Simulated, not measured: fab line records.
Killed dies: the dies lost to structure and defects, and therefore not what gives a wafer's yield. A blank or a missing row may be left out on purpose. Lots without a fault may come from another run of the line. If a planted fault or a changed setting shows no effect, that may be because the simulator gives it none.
Chamber matching    flow n5-finfet    ald-metal-03 running N5_BEOL_M3_ALD_84: 4 sister chambers
The step deposits TaN, pulse time 2 s, purge time 3 s, co reactant purge time 2 s. 7 wafers are shown with their chamber, then 7 later ones without.

WAFERS PAIRED WITH THEIR CHAMBERS
wafer   chamber  heater-power-w (W)  susceptor-temp-C (C)
L078.4  2        435                 275.15
L081.4  2        434                 274.95
L083.2  1        449                 274.87
L083.5  0        380                 275.18
L083.6  3        413                 274.97
L089.1  0        384                 275.18
L089.4  3        403                 274.99

WAFERS WHOSE CHAMBER IS MISSING
wafer   heater-power-w (W)  susceptor-temp-C (C)
L089.6  384                 274.89
L092.2  408                 274.81
L092.4  390                 274.93
L092.5  444                 275.10
L076.2  431                 275.32
L076.3  412                 275.36
L076.5  386                 275.08

CHAMBER TAKEN BY EACH
wafer   from the rows above      in truth
L089.6  can't be placed: 0 or 3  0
L092.2  3                        3
L092.4  can't be placed: 0 or 3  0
L092.5  can't be placed: 2 or 1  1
L076.2  2                        2
L076.3  can't be placed: 3 or 2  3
L076.5  0                        0
Correctly placed: 3 of 7. Can't be placed from these rows: 4 (the true chamber is among the candidates in 4). Wrongly placed: 0.
How it was worked out, from the rows above alone: a wafer's distance from a chamber is the root of the sum, over the readings, of the square of ((its reading less the chamber's mean) divided by the reading's scatter). The wafer belongs to the nearest chamber; if the next one is less than 2 further off, it can't be placed. For every chamber, the mean is computed from those of its wafers that are shown. The scatter: the root of (the sum of the squares of (reading less its chamber's mean) over the shown wafers, divided by (wafers less chambers)).
